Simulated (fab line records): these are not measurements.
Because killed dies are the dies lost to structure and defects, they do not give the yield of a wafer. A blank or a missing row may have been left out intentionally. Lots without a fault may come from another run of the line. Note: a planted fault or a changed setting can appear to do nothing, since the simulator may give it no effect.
fab line records	flow n5-finfet
record: lots: 24	wafers: 72	last-day: 18
route steps=1938 shown BEOL_M1@801 BEOL_M2@841
lots that met no fault: from a run of the same line without faults
start-h: hours from the record's opening day to when the first of the lot's shown wafers began	wait-h: time in hours since the lot's previous step	" repeats the value in the row above	L1.1+2: one row covering several wafers at once	- value missing, or start not given	* or withheld: withheld	< > ~ a bound
route shown NAME@n: a module of which the file shows steps, and the number in the route of the first	usual: the fault-free wafers' mean and standard deviation	same: alike in all rows	chamber/n: place in a boat	sites: per-site readings	_std_site: standard deviation across them	_edge_site: outer sites' mean less inner sites'	radius-mm: for every site, how far away it sits from the centre of the wafer	mask NAME#n: copy n	behind: the tool/chamber that last shaped the wafer	hold: why the lot went on hold/how many hours it stayed there/how the hold came to an end	device: which transistor (n, p or np) failed to switch	end of line: the route-end tests of the same wafers	step lacking rows: just its recipe	killed: dies that structure and defects cost at the first sort, which is not the same as the wafer's yield	map: shows each die of a wafer: x if killed, . if not, _ if none is there
set.NAME: the setting that was run; set.NAME@STEP: the one run at that earlier step	model.NAME: the simulator's own value behind a step, which no gauge read
route steps across a sampled set of lots; one table per step, one row per wafer
services: the hour from which a tool's chamber was out of use, counted from the record's first day as start-h (under 0 if before that day), plus the number of hours and why
== steps ==
step: N5_BEOL_M1_ETCH_41
recipe: chemistry: CH3F/O2	target: SiCN	target-depth-a: 319	taper-deg: 2	time-s: 57.8	ion-energy-ev: 120	mask-material: TiN	pressure-mtorr: 30	source-w: 395	bias-w: 75	Ar_flow_sccm: 150	CH3F_flow_sccm: 30	O2_flow_sccm: 20
usual: drypump-motor-current-A: 5.7/0.31	oes-product-au: 0.76/0.095	rf-vpp-V: 297.4/1.7	showerhead-plenum-p-Torr: 2.00/0.069	throttle-valve-pct: 16.37/0.22
same: time-s: 57.8
lot.wafer	tool	chamber	start-h	wait-h	drypump-motor-current-A	oes-product-au	rf-hours-counter-h	rf-vpp-V	showerhead-plenum-p-Torr	throttle-valve-pct
L074.3	rie-diel-04	0	-	-	5.7	0.71	180	296.6	1.99	16.69
L074.4	"	1	"	"	5.9	0.74	164	299.1	2.08	16.25
L074.5	"	3	"	"	5.4	0.72	-	294.1	1.89	16.61
L075.3	rie-diel-02	1	-	-	5.9	0.66	-	298.6	2.07	16.40
L075.4	"	2	"	"	5.7	0.67	-	296.7	2.06	16.40
L075.6	"	1	"	"	5.9	0.67	-	298.4	2.07	16.39
L076.1	rie-diel-02	2	-	-	5.7	0.68	235	298.8	2.06	16.42
L076.2	"	1	"	"	5.9	0.68	230	298.3	2.07	16.39
L076.5	"	2	"	"	5.7	0.68	-	298.6	2.06	16.40
L080.1	rie-diel-04	0	-	-	5.7	0.72	182	297.3	1.99	16.68
L080.4	"	2	"	"	5.8	0.68	242	297.1	1.98	16.41
L080.5	"	0	"	"	5.7	0.71	-	295.9	1.99	16.71
L077.1	rie-diel-04	3	-	-	5.5	0.71	216	295.8	1.89	16.62
L077.3	"	2	"	"	5.8	0.68	242	296.2	1.98	16.39
L077.6	"	0	"	"	5.7	0.71	-	298.1	1.99	16.70
L079.1	rie-diel-05	0	-	-	5.3	0.73	170	297.3	1.99	16.28
L079.3	"	1	"	"	5.1	0.87	37	296.1	2.04	16.07
L079.5	"	2	"	"	5.8	0.73	-	297.2	1.99	16.14
L078.1	rie-diel-04	2	-	-	5.8	0.68	244	296.9	1.98	16.40
L078.4	"	3	"	"	5.5	0.72	217	295.8	1.89	16.62
L078.5	"	1	"	"	6.0	0.73	-	298.7	2.08	16.27
L081.1	rie-diel-02	3	-	-	5.4	0.66	254	296.4	1.96	16.73
L081.3	"	2	"	"	5.7	0.68	239	299.4	2.06	16.41
L081.6	"	1	"	"	5.8	0.66	-	299.5	2.06	16.41
L082.1	rie-diel-04	2	-	-	5.8	0.68	245	295.8	1.98	16.39
L082.4	"	3	"	"	5.5	0.71	219	294.8	1.89	16.60
L082.5	"	1	"	"	5.9	0.73	-	298.0	2.08	16.28
L084.2	rie-diel-04	0	-	-	5.7	0.70	187	296.5	1.99	16.71
L084.5	"	2	"	"	5.8	0.67	-	297.6	1.98	16.40
L084.6	"	3	"	"	5.5	0.71	-	295.3	1.89	16.65
L083.3	rie-diel-05	3	-	-	6.3	0.95	7	299.3	2.13	16.29
L083.5	"	0	"	"	5.3	0.73	-	298.0	1.99	16.30
L083.6	"	3	"	"	6.3	0.95	-	300.2	2.13	16.29
L085.2	rie-diel-04	3	-	-	5.5	0.71	224	294.8	1.89	16.63
L085.3	"	1	"	"	5.9	0.72	176	298.4	2.08	16.29
L085.5	"	3	"	"	5.5	0.70	-	294.6	1.89	16.65
L086.2	rie-diel-05	3	-	-	6.3	0.94	10	301.5	2.13	16.27
L086.3	"	2	"	"	5.8	0.72	165	297.1	1.99	16.15
L086.6	"	2	"	"	5.8	0.72	-	297.1	1.99	16.15
L087.3	rie-diel-02	3	-	-	5.5	0.95	4	297.0	1.96	16.28
L087.4	"	0	"	"	5.3	0.71	-	296.8	1.89	16.36
L087.5	"	3	"	"	5.5	0.95	-	296.8	1.96	16.26
L088.1	rie-diel-05	0	-	-	5.3	0.71	183	296.1	1.99	16.32
L088.2	"	2	"	"	5.9	0.72	168	296.8	1.99	16.16
L088.3	"	1	"	"	5.1	0.84	50	297.3	2.03	16.08
L089.1	rie-diel-02	2	-	-	5.6	0.97	3	297.6	2.05	15.93
L089.3	"	0	"	"	5.3	0.71	198	295.1	1.89	16.37
L089.5	"	0	"	"	5.3	0.71	-	295.3	1.89	16.37
L090.1	rie-diel-05	0	-	-	5.3	0.71	185	297.9	1.99	16.30
L090.2	"	1	"	"	5.1	0.84	52	296.8	2.03	16.10
L090.6	"	2	"	"	5.8	0.72	-	297.4	1.99	16.16
L091.1	rie-diel-04	2	-	-	5.7	0.94	6	296.3	1.98	15.99
L091.4	"	0	"	"	5.7	0.70	199	298.7	1.99	16.73
L091.5	"	0	"	"	5.7	0.70	-	295.7	1.99	16.74
L092.2	rie-diel-05	3	-	-	6.3	0.93	15	300.0	2.13	16.29
L092.4	"	2	"	"	5.9	0.73	170	297.6	1.99	16.16
L092.6	"	1	"	"	5.1	0.84	-	298.2	2.03	16.09
L093.2	rie-diel-05	3	-	-	6.3	0.92	16	299.9	2.13	16.28
L093.3	"	0	"	"	5.3	0.72	186	298.8	1.99	16.32
L093.6	"	2	"	"	5.9	0.72	-	297.5	1.99	16.17
L094.1	rie-diel-02	2	-	-	5.7	0.96	6	297.7	2.05	15.93
L094.2	"	3	"	"	5.5	0.92	11	297.7	1.95	16.26
L094.4	"	0	"	"	5.3	0.70	-	295.5	1.89	16.37
L095.4	rie-diel-04	1	-	-	5.9	0.71	190	298.5	2.07	16.30
L095.5	"	0	"	"	5.7	0.70	-	296.2	1.98	16.75
L095.6	"	3	"	"	5.5	0.70	-	293.4	1.88	16.67
L096.1	rie-diel-04	2	-	-	5.8	0.92	10	296.3	1.98	15.98
L096.3	"	3	"	"	5.5	0.69	240	294.6	1.88	16.68
L096.5	"	0	"	"	5.7	0.70	-	296.0	1.98	16.76
L097.2	rie-diel-05	2	-	-	5.9	0.72	176	297.8	1.99	16.17
L097.3	"	1	"	"	5.1	0.83	59	297.0	2.03	16.11
L097.6	"	1	"	"	5.1	0.83	-	298.0	2.03	16.10
step: N5_BEOL_M1_PRE_CLEAN_45
recipe: gas: H2/He	time-s: 30	temp-c: 250
usual: heater-power-w: 337/34
same: time-s: 30
lot.wafer	tool	chamber	start-h	wait-h	heater-power-w
L074.3	pvd-sputter-03	-	160.68	0.0	385
L074.4	"	-	"	"	324
L074.5	"	-	"	"	335
L075.3	pvd-sputter-01	-	163.65	0.0	394
L075.4	"	-	"	"	393
L075.6	"	-	"	"	266
L076.1	pvd-sputter-02	-	165.97	0.0	308
L076.2	"	-	"	"	326
L076.5	"	-	"	"	323
L080.1	pvd-sputter-02	-	166.05	0.0	326
L080.4	"	-	"	"	340
L080.5	"	-	"	"	303
L077.1	pvd-sputter-02	-	166.13	0.0	332
L077.3	"	-	"	"	325
L077.6	"	-	"	"	325
L079.1	pvd-sputter-02	-	166.41	0.0	330
L079.3	"	-	"	"	343
L079.5	"	-	"	"	330
L078.1	pvd-sputter-01	-	170.66	0.0	389
L078.4	"	-	"	"	260
L078.5	"	-	"	"	312
L081.1	pvd-sputter-03	-	173.57	0.0	370
L081.3	"	-	"	"	343
L081.6	"	-	"	"	346
L082.1	pvd-sputter-03	-	176.49	0.0	373
L082.4	"	-	"	"	342
L082.5	"	-	"	"	328
L084.2	pvd-sputter-03	-	183.23	0.0	323
L084.5	"	-	"	"	377
L084.6	"	-	"	"	337
L083.3	pvd-sputter-02	-	186.30	0.0	325
L083.5	"	-	"	"	319
L083.6	"	-	"	"	312
L085.2	pvd-sputter-02	-	196.14	0.0	332
L085.3	"	-	"	"	310
L085.5	"	-	"	"	312
L086.2	pvd-sputter-03	-	203.37	0.0	372
L086.3	"	-	"	"	332
L086.6	"	-	"	"	317
L087.3	pvd-sputter-01	-	221.28	0.0	263
L087.4	"	-	"	"	314
L087.5	"	-	"	"	264
L088.1	pvd-sputter-03	-	230.30	0.0	323
L088.2	"	-	"	"	393
L088.3	"	-	"	"	344
L089.1	pvd-sputter-02	-	236.37	0.0	334
L089.3	"	-	"	"	330
L089.5	"	-	"	"	329
L090.1	pvd-sputter-03	-	236.46	0.0	369
L090.2	"	-	"	"	336
L090.6	"	-	"	"	330
L091.1	pvd-sputter-03	-	236.62	0.0	323
L091.4	"	-	"	"	330
L091.5	"	-	"	"	361
L092.2	pvd-sputter-01	-	239.48	0.0	390
L092.4	"	-	"	"	323
L092.6	"	-	"	"	316
L093.2	pvd-sputter-01	-	241.90	0.0	387
L093.3	"	-	"	"	260
L093.6	"	-	"	"	312
L094.1	pvd-sputter-02	-	247.87	0.0	332
L094.2	"	-	"	"	309
L094.4	"	-	"	"	328
L095.4	pvd-sputter-03	-	253.80	0.0	319
L095.5	"	-	"	"	322
L095.6	"	-	"	"	397
L096.1	pvd-sputter-01	-	264.81	0.0	267
L096.3	"	-	"	"	324
L096.5	"	-	"	"	306
L097.2	pvd-sputter-03	-	271.43	0.0	338
L097.3	"	-	"	"	388
L097.6	"	-	"	"	376
step: N5_BEOL_M1_SPUTTER_92
recipe: material: Cu	target-thk-a: 45	temp-c: -20	chamber-pressure-pa: 0.07	power-w: withheld	time-s: 8.29
usual: throttle-valve-pct: 30.2/1.4
same: time-s: 8.29
lot.wafer	tool	chamber	start-h	wait-h	throttle-valve-pct
L074.3	pvd-sputter-03	-	162.96	0.1	33.6
L074.4	"	-	"	"	27.5
L074.5	"	-	"	"	33.5
L075.3	pvd-sputter-01	-	165.89	0.1	30.6
L075.4	"	-	"	"	30.6
L075.6	"	-	"	"	29.8
L076.1	pvd-sputter-02	-	167.87	0.1	30.6
L076.2	"	-	"	"	31.1
L076.5	"	-	"	"	30.5
L077.1	pvd-sputter-01	-	168.08	0.1	31.2
L077.3	"	-	"	"	30.7
L077.6	"	-	"	"	29.7
L079.1	pvd-sputter-02	-	169.79	0.1	29.3
L079.3	"	-	"	"	30.1
L079.5	"	-	"	"	30.5
L080.1	pvd-sputter-03	-	172.71	0.1	33.9
L080.4	"	-	"	"	29.6
L080.5	"	-	"	"	27.3
L078.1	pvd-sputter-01	-	174.36	0.1	30.9
L078.4	"	-	"	"	29.1
L078.5	"	-	"	"	30.7
L081.1	pvd-sputter-01	-	176.52	0.1	29.4
L081.3	"	-	"	"	28.9
L081.6	"	-	"	"	29.9
L082.1	pvd-sputter-02	-	178.48	0.1	29.8
L082.4	"	-	"	"	30.0
L082.5	"	-	"	"	29.5
L084.2	pvd-sputter-01	-	185.33	0.1	31.2
L084.5	"	-	"	"	28.8
L084.6	"	-	"	"	30.7
L083.3	pvd-sputter-01	-	188.19	0.1	29.7
L083.5	"	-	"	"	29.6
L083.6	"	-	"	"	31.1
L085.2	pvd-sputter-03	-	198.13	0.1	30.0
L085.3	"	-	"	"	27.4
L085.5	"	-	"	"	29.9
L086.2	pvd-sputter-03	-	206.98	0.1	30.2
L086.3	"	-	"	"	29.5
L086.6	"	-	"	"	27.1
L087.3	pvd-sputter-01	-	223.15	0.1	30.4
L087.4	"	-	"	"	31.2
L087.5	"	-	"	"	28.8
L088.1	pvd-sputter-01	-	232.22	0.1	30.5
L088.2	"	-	"	"	29.3
L088.3	"	-	"	"	31.5
L089.1	pvd-sputter-02	-	238.23	0.1	29.6
L089.3	"	-	"	"	31.1
L089.5	"	-	"	"	29.5
L090.1	pvd-sputter-03	-	238.33	0.1	30.0
L090.2	"	-	"	"	29.4
L090.6	"	-	"	"	27.4
L091.1	pvd-sputter-02	-	240.07	0.1	31.0
L091.4	"	-	"	"	30.6
L091.5	"	-	"	"	31.0
L092.2	pvd-sputter-01	-	241.34	0.1	28.9
L092.4	"	-	"	"	30.7
L092.6	"	-	"	"	29.8
L093.2	pvd-sputter-03	-	243.81	0.1	33.6
L093.3	"	-	"	"	27.0
L093.6	"	-	"	"	29.9
L094.1	pvd-sputter-03	-	249.70	0.1	30.2
L094.2	"	-	"	"	33.4
L094.4	"	-	"	"	27.3
L095.4	pvd-sputter-02	-	255.80	0.1	29.9
L095.5	"	-	"	"	29.8
L095.6	"	-	"	"	31.1
L096.1	pvd-sputter-01	-	266.86	0.1	29.2
L096.3	"	-	"	"	30.8
L096.5	"	-	"	"	28.8
L097.2	pvd-sputter-02	-	273.25	0.1	29.9
L097.3	"	-	"	"	29.9
L097.6	"	-	"	"	30.1
step: N5_BEOL_M1_SPUTTER_94
recipe: material: Cu	target-thk-a: 45	temp-c: -20	chamber-pressure-pa: 0.07	power-w: withheld	time-s: 8.29
usual: throttle-valve-pct: 30.2/1.4
same: time-s: 8.29
lot.wafer	tool	chamber	start-h	wait-h	throttle-valve-pct
L074.3	pvd-sputter-03	-	163.18	0.1	33.6
L074.4	"	-	"	"	27.3
L074.5	"	-	"	"	33.7
L075.3	pvd-sputter-01	-	166.11	0.1	30.7
L075.4	"	-	"	"	30.6
L075.6	"	-	"	"	29.5
L076.1	pvd-sputter-02	-	168.09	0.1	31.0
L076.2	"	-	"	"	31.0
L076.5	"	-	"	"	30.9
L077.1	pvd-sputter-01	-	168.30	0.1	31.1
L077.3	"	-	"	"	30.5
L077.6	"	-	"	"	29.4
L079.1	pvd-sputter-02	-	170.01	0.1	29.8
L079.3	"	-	"	"	29.6
L079.5	"	-	"	"	30.6
L080.1	pvd-sputter-03	-	172.93	0.1	33.5
L080.4	"	-	"	"	29.8
L080.5	"	-	"	"	27.5
L078.1	pvd-sputter-01	-	174.58	0.1	30.8
L078.4	"	-	"	"	28.9
L078.5	"	-	"	"	30.8
L081.1	pvd-sputter-01	-	176.74	0.1	29.7
L081.3	"	-	"	"	28.8
L081.6	"	-	"	"	29.7
L082.1	pvd-sputter-02	-	178.70	0.1	29.6
L082.4	"	-	"	"	30.0
L082.5	"	-	"	"	29.5
L084.2	pvd-sputter-01	-	185.55	0.1	31.0
L084.5	"	-	"	"	28.8
L084.6	"	-	"	"	30.4
L083.3	pvd-sputter-01	-	188.41	0.1	29.6
L083.5	"	-	"	"	29.5
L083.6	"	-	"	"	31.0
L085.2	pvd-sputter-03	-	198.35	0.1	30.0
L085.3	"	-	"	"	27.4
L085.5	"	-	"	"	29.9
L086.2	pvd-sputter-03	-	207.20	0.1	30.2
L086.3	"	-	"	"	29.5
L086.6	"	-	"	"	27.1
L087.3	pvd-sputter-01	-	223.37	0.1	31.0
L087.4	"	-	"	"	31.0
L087.5	"	-	"	"	29.0
L088.1	pvd-sputter-01	-	232.44	0.1	30.3
L088.2	"	-	"	"	29.0
L088.3	"	-	"	"	31.1
L089.1	pvd-sputter-02	-	238.45	0.1	29.6
L089.3	"	-	"	"	31.1
L089.5	"	-	"	"	29.6
L090.1	pvd-sputter-03	-	238.55	0.1	30.1
L090.2	"	-	"	"	29.7
L090.6	"	-	"	"	27.2
L091.1	pvd-sputter-02	-	240.29	0.1	31.2
L091.4	"	-	"	"	30.6
L091.5	"	-	"	"	30.8
L092.2	pvd-sputter-01	-	241.56	0.1	28.8
L092.4	"	-	"	"	30.3
L092.6	"	-	"	"	29.4
L093.2	pvd-sputter-03	-	244.03	0.1	33.8
L093.3	"	-	"	"	27.3
L093.6	"	-	"	"	30.2
L094.1	pvd-sputter-03	-	249.92	0.1	30.2
L094.2	"	-	"	"	33.3
L094.4	"	-	"	"	27.6
L095.4	pvd-sputter-02	-	256.02	0.1	30.2
L095.5	"	-	"	"	29.9
L095.6	"	-	"	"	31.1
L096.1	pvd-sputter-01	-	267.08	0.1	28.7
L096.3	"	-	"	"	31.2
L096.5	"	-	"	"	28.9
L097.2	pvd-sputter-02	-	273.47	0.1	29.9
L097.3	"	-	"	"	29.6
L097.6	"	-	"	"	29.9
step: N5_BEOL_M1_CO_CAP_55
recipe: material: Co	target-thk-a: 20	temp-c: 200	precursor: CCTBA/H2	pressure-torr: 30	time-s: 102.1
usual: heater-power-w: 234/9.5
same: time-s: 102.1
lot.wafer	tool	chamber	start-h	wait-h	heater-power-w
L074.3	cvd-co-02	1	164.27	0.0	248
L074.4	"	1	"	"	244
L074.5	"	2	"	"	232
L075.3	cvd-co-01	0	167.19	0.0	249
L075.4	"	1	"	"	237
L075.6	"	0	"	"	245
L076.1	cvd-co-02	0	169.44	0.0	222
L076.2	"	2	"	"	235
L076.5	"	1	"	"	239
L077.1	cvd-co-01	0	169.67	0.0	241
L077.3	"	1	"	"	234
L077.6	"	2	"	"	216
L079.1	cvd-co-02	2	171.36	0.0	236
L079.3	"	0	"	"	218
L079.5	"	1	"	"	242
L080.1	cvd-co-02	1	174.96	0.0	237
L080.4	"	1	"	"	237
L080.5	"	2	"	"	234
L078.1	cvd-co-02	0	175.70	0.0	222
L078.4	"	2	"	"	233
L078.5	"	0	"	"	224
L081.1	cvd-co-02	0	177.83	0.0	224
L081.3	"	1	"	"	235
L081.6	"	1	"	"	239
L082.1	cvd-co-02	0	179.79	0.0	226
L082.4	"	1	"	"	241
L082.5	"	0	"	"	226
L084.2	cvd-co-01	0	186.74	0.0	242
L084.5	"	0	"	"	247
L084.6	"	1	"	"	237
L083.3	cvd-co-02	0	190.46	0.0	230
L083.5	"	1	"	"	241
L083.6	"	2	"	"	236
L085.2	cvd-co-01	1	199.81	0.0	236
L085.3	"	0	"	"	246
L085.5	"	1	"	"	233
L086.2	cvd-co-01	2	208.70	0.0	231
L086.3	"	1	"	"	240
L086.6	"	2	"	"	226
L087.3	cvd-co-01	2	224.46	0.0	220
L087.4	"	0	"	"	249
L087.5	"	2	"	"	230
L088.1	cvd-co-01	0	235.19	0.0	249
L088.2	"	1	"	"	241
L088.3	"	2	"	"	223
L089.1	cvd-co-01	2	240.36	0.0	216
L089.3	"	0	"	"	246
L089.5	"	0	"	"	245
L090.1	cvd-co-02	1	240.63	0.0	241
L090.2	"	2	"	"	233
L090.6	"	0	"	"	220
L091.1	cvd-co-02	2	241.71	0.0	235
L091.4	"	2	"	"	234
L091.5	"	0	"	"	221
L092.2	cvd-co-01	2	242.85	0.0	227
L092.4	"	0	"	"	246
L092.6	"	1	"	"	237
L093.2	cvd-co-01	0	245.92	0.0	245
L093.3	"	2	"	"	223
L093.6	"	2	"	"	225
L094.1	cvd-co-01	0	252.21	0.0	246
L094.2	"	1	"	"	234
L094.4	"	2	"	"	219
L095.4	cvd-co-01	2	257.60	0.0	228
L095.5	"	1	"	"	232
L095.6	"	0	"	"	253
L096.1	cvd-co-02	1	268.17	0.0	234
L096.3	"	2	"	"	235
L096.5	"	1	"	"	249
L097.2	cvd-co-02	0	274.56	0.0	222
L097.3	"	2	"	"	231
L097.6	"	2	"	"	231
step: N5_BEOL_M2_ILD_DEP_00
recipe: material: SiOC	target-thk-a: 790	temp-c: 350	precursor: DEMS/O2	pressure-torr: 5	rf-w: 500	time-s: 15.3
usual: heater-power-w: 501/89	showerhead-plenum-p-Torr: 5.695/0.017	showerhead-vpp-V: 1359/69	throttle-valve-pct: 11.8/0.43
same: time-s: 15.3
lot.wafer	tool	chamber	start-h	wait-h	heater-power-w	showerhead-plenum-p-Torr	showerhead-vpp-V	throttle-valve-pct
L074.3	pecvd-03	1	164.52	0.0	537	5.706	1335	12.3
L074.4	"	2	"	"	375	5.706	1384	11.4
L074.5	"	0	"	"	436	5.679	1296	11.8
L075.3	pecvd-04	2	167.46	0.1	504	5.705	1344	11.3
L075.4	"	0	"	"	692	5.713	1344	12.1
L075.6	"	0	"	"	678	5.718	1380	12.4
L076.1	pecvd-02	1	169.69	0.0	495	5.680	1589	12.3
L076.2	"	2	"	"	459	5.710	1235	11.7
L076.5	"	0	"	"	473	5.684	1505	12.0
L077.1	pecvd-04	2	169.93	0.0	477	5.707	1333	11.2
L077.3	"	0	"	"	678	5.702	1378	12.0
L077.6	"	2	"	"	480	5.708	1333	11.4
L079.1	pecvd-03	0	171.61	0.0	451	5.690	1279	11.6
L079.3	"	1	"	"	513	5.693	1320	12.4
L079.5	"	1	"	"	497	5.691	1349	12.7
L080.1	pecvd-03	1	175.21	0.0	502	5.693	1340	12.4
L080.4	"	0	"	"	484	5.676	1292	11.8
L080.5	"	1	"	"	507	5.701	1328	12.2
L078.1	pecvd-04	0	175.95	0.0	672	5.714	1384	12.0
L078.4	"	0	"	"	672	5.720	1381	11.9
L078.5	"	2	"	"	462	5.703	1328	11.5
L081.1	pecvd-04	1	178.07	0.0	573	5.686	1413	11.5
L081.3	"	2	"	"	498	5.711	1336	11.2
L081.6	"	1	"	"	587	5.677	1412	11.3
L082.1	pecvd-03	0	180.04	0.0	430	5.678	1278	11.7
L082.4	"	0	"	"	438	5.673	1281	11.7
L082.5	"	1	"	"	498	5.692	1314	12.6
L084.2	pecvd-03	1	186.99	0.0	474	5.701	1341	12.5
L084.5	"	2	"	"	360	5.710	1384	11.3
L084.6	"	1	"	"	467	5.695	1338	12.5
L083.3	pecvd-04	2	190.71	0.0	431	5.704	1346	11.4
L083.5	"	2	"	"	427	5.700	1348	11.5
L083.6	"	1	"	"	530	5.663	1404	11.6
L085.2	pecvd-04	1	200.06	0.0	481	5.677	1408	11.5
L085.3	"	0	"	"	709	5.715	1361	11.9
L085.5	"	0	"	"	723	5.732	1389	12.0
L086.2	pecvd-04	0	208.95	0.0	688	5.705	1389	11.9
L086.3	"	1	"	"	534	5.674	1422	11.4
L086.6	"	2	"	"	509	5.706	1345	11.5
L087.3	pecvd-02	0	224.71	0.0	390	5.698	1465	11.8
L087.4	"	1	"	"	511	5.683	1583	12.1
L087.5	"	0	"	"	387	5.699	1499	11.8
L088.1	pecvd-03	2	235.44	0.0	401	5.704	1378	11.4
L088.2	"	1	"	"	486	5.696	1354	12.6
L088.3	"	0	"	"	416	5.685	1268	11.8
L089.1	pecvd-03	2	240.61	0.0	405	5.708	1400	11.3
L089.3	"	1	"	"	508	5.702	1319	12.4
L089.5	"	1	"	"	517	5.704	1344	12.5
L090.1	pecvd-03	2	240.90	0.1	415	5.702	1380	11.3
L090.2	"	1	"	"	446	5.682	1331	12.5
L090.6	"	0	"	"	448	5.705	1268	11.5
L091.1	pecvd-03	1	241.96	0.0	494	5.679	1339	12.6
L091.4	"	1	"	"	508	5.684	1345	12.5
L091.5	"	1	"	"	503	5.691	1307	12.5
L092.2	pecvd-02	0	243.09	0.0	483	5.692	1495	12.1
L092.4	"	1	"	"	555	5.692	1562	12.0
L092.6	"	0	"	"	475	5.689	1500	11.8
L093.2	pecvd-03	0	246.17	0.0	463	5.678	1284	11.6
L093.3	"	0	"	"	479	5.676	1309	11.7
L093.6	"	1	"	"	474	5.697	1336	12.6
L094.1	pecvd-03	2	252.46	0.0	366	5.714	1368	11.3
L094.2	"	0	"	"	436	5.671	1288	11.9
L094.4	"	1	"	"	474	5.691	1348	12.5
L095.4	pecvd-04	1	257.83	0.1	535	5.661	1381	11.5
L095.5	"	2	"	"	505	5.703	1348	11.7
L095.6	"	0	"	"	675	5.708	1383	12.0
L096.1	pecvd-04	0	268.41	0.0	703	5.713	1381	12.2
L096.3	"	2	"	"	428	5.688	1343	11.5
L096.5	"	1	"	"	559	5.671	1404	11.1
L097.2	pecvd-04	0	274.81	0.0	671	5.708	1387	12.6
L097.3	"	2	"	"	502	5.705	1329	11.5
L097.6	"	1	"	"	574	5.680	1433	11.6
== services ==
tool	chamber	start-h	hours	kind
pecvd-03	-	143.45	0.3	repair
rie-diel-05	3	150.30	-	clean
rie-diel-05	3	150.30	-	consumable-replace:focus-ring
rie-diel-05	3	150.30	-	consumable-replace:showerhead
pecvd-03	-	154.35	1.2	repair
rie-diel-02	3	158.29	9.1	repair
pvd-sputter-02	-	159.51	2.8	repair
pecvd-04	1	166.84	5.5	scheduled-down
cvd-co-01	-	171.18	6.9	pm
rie-diel-02	1	189.70	2.6	repair
rie-diel-04	2	193.49	-	clean
rie-diel-04	2	193.49	-	consumable-replace:focus-ring
rie-diel-04	2	193.49	13.0	scheduled-down
rie-diel-04	2	193.49	13.0	vent-cycle
pecvd-03	-	203.07	0.6	repair
pvd-sputter-02	-	207.13	4.6	repair
rie-diel-04	0	207.73	1.7	repair
pecvd-02	-	213.43	0.8	repair
pvd-sputter-03	-	239.40	1.2	repair
rie-diel-04	2	240.24	10.5	repair
pecvd-03	2	241.42	8.2	repair
cvd-co-01	-	254.93	1.0	repair
rie-diel-02	-	257.01	2.8	pm
rie-diel-02	3	261.30	17.6	repair
== key ==
fault none
